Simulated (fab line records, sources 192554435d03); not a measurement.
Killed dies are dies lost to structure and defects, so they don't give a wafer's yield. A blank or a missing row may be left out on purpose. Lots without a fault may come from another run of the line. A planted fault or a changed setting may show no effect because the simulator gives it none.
Tool commonality check | flow n5_finfet | 11 lots, 31 wafers sampled

WHY IT WAS OPENED
At N5_BEOL_M8_THK_MEAS_01 the reading M8_ILD_THK is flagged on 3 of 11 lots. Wafers without a fault read 155.0 nm, standard deviation 2.4.
Rule: a lot is flagged when every wafer of it that has a number lies more than 4 standard deviations from that mean, or none has a number. The other lots count as sound.

lot  | measured     | on            | M8_ILD_THK (nm), wafer by wafer | flag
L839 | day 9 12:46  | film_metro-01 | 154.9 153.0 155.6               |
L843 | day 10 21:34 | film_metro-02 | 151.4 150.1 154.3               |
L846 | day 11 02:13 | film_metro-02 | 153.0 155.3 156.1               |
L842 | day 11 11:47 | film_metro-02 | 155.2 157.3                     |
L850 | day 12 09:35 | film_metro-01 | 180.0 180.1 184.5               | FLAGGED
L851 | day 12 19:45 | film_metro-02 | 178.1 182.1 185.1               | FLAGGED
L852 | day 12 20:41 | film_metro-02 | 181.4 184.5 182.8               | FLAGGED
L853 | day 13 07:54 | film_metro-02 | 150.8 156.1 156.2               |
L856 | day 13 18:05 | film_metro-01 | 152.7 152.3 155.4               |
L858 | day 14 00:56 | film_metro-02 | 153.5 156.3 157.1               |
L857 | day 14 05:06 | film_metro-02 | 156.7 152.7                     |
The numbers of the flagged lots are 182.1 nm on average: +27.1 nm against the usual, or +11 standard deviations.

WHICH TOOL RAN EACH LOT
The record holds 3 process steps before the reading, out of a route of 1938 steps. In each cell: the tool, then ch and the chambers that the sampled wafers went through, then the start.
lot  | flag    | N5_BEOL_M7_STRIP_80                           | N5_BEOL_M7_PRE_CLEAN_45      | N5_BEOL_M8_CURE_74
L839 |         | rie_diel-01 ch 1,2,3, day 9 10:28 or earlier  | pvd_sputter-01, day 9 10:28  | uv_cure-01 ch 2, day 9 12:14
L843 |         | rie_diel-01 ch 0,3, day 10 19:10 or earlier   | pvd_sputter-03, day 10 19:10 | uv_cure-03 ch 1, day 10 21:08
L846 |         | rie_diel-01 ch 0,1,2, day 10 23:13 or earlier | pvd_sputter-02, day 10 23:13 | uv_cure-01 ch 2, day 11 01:14
L842 |         | rie_diel-05 ch 0,1, day 11 09:03 or earlier   | pvd_sputter-03, day 11 09:03 | uv_cure-01 ch 0, day 11 10:57
L850 | FLAGGED | rie_diel-03 ch 1,2,3, day 12 07:23 or earlier | pvd_sputter-01, day 12 07:23 | uv_cure-03 ch 2, day 12 09:04
L851 | FLAGGED | rie_diel-03 ch 0,2,3, day 12 17:08 or earlier | pvd_sputter-01, day 12 17:08 | uv_cure-01 ch 0, day 12 19:14
L852 | FLAGGED | rie_diel-05 ch 1,2,3, day 12 17:58 or earlier | pvd_sputter-03, day 12 17:58 | uv_cure-02 ch 0, day 12 20:14
L853 |         | rie_diel-05 ch 0,1,2, day 13 05:15 or earlier | pvd_sputter-03, day 13 05:15 | uv_cure-03 ch 1, day 13 07:23
L856 |         | rie_diel-01 ch 1,3, day 13 15:18 or earlier   | pvd_sputter-02, day 13 15:18 | uv_cure-02 ch 1, day 13 17:39
L858 |         | rie_diel-03 ch 1,2, day 13 22:24 or earlier   | pvd_sputter-03, day 13 22:24 | uv_cure-02 ch 0, day 14 00:35
L857 |         | rie_diel-03 ch 1,2, day 14 02:35 or earlier   | pvd_sputter-03, day 14 02:35 | uv_cure-03 ch 1, day 14 04:40
What these steps do:
- N5_BEOL_M7_STRIP_80: strips in N2/H2, time 10 s.
- N5_BEOL_M7_PRE_CLEAN_45: time 30 s.
- N5_BEOL_M8_CURE_74: cures SiCOH lowk, time 240 s.
- N5_BEOL_M8_THK_MEAS_01

FLAGGED OVER TOTAL, TOOL BY TOOL (the gauges that took the reading come last)
step                    | tool           | lots run | flagged | share of the flagged lots | sound lots run after its first flagged lot
N5_BEOL_M7_STRIP_80     | rie_diel-01    | 4        | 0       | none                      | -
N5_BEOL_M7_STRIP_80     | rie_diel-03    | 4        | 2       | some                      | 2 (L858,L857)
N5_BEOL_M7_STRIP_80     | rie_diel-05    | 3        | 1       | some                      | 1 (L853)
N5_BEOL_M7_PRE_CLEAN_45 | pvd_sputter-01 | 3        | 2       | some                      | 0
N5_BEOL_M7_PRE_CLEAN_45 | pvd_sputter-02 | 2        | 0       | none                      | -
N5_BEOL_M7_PRE_CLEAN_45 | pvd_sputter-03 | 6        | 1       | some                      | 3 (L853,L858,L857)
N5_BEOL_M8_CURE_74      | uv_cure-01     | 4        | 1       | some                      | 0
N5_BEOL_M8_CURE_74      | uv_cure-02     | 3        | 1       | some                      | 2 (L856,L858)
N5_BEOL_M8_CURE_74      | uv_cure-03     | 4        | 1       | some                      | 2 (L853,L857)
N5_BEOL_M8_THK_MEAS_01  | film_metro-01  | 3        | 1       | some                      | 1 (L856)
N5_BEOL_M8_THK_MEAS_01  | film_metro-02  | 8        | 2       | some                      | 3 (L853,L858,L857)
N5_BEOL_M7_STRIP_80 gives no start for some lots, so the hours and the order of its lots are those of N5_BEOL_M7_PRE_CLEAN_45.

WHAT THE TABLE ALLOWS
No row of the table ran every flagged lot.

WHAT THE SIMULATOR HAD PUT IN
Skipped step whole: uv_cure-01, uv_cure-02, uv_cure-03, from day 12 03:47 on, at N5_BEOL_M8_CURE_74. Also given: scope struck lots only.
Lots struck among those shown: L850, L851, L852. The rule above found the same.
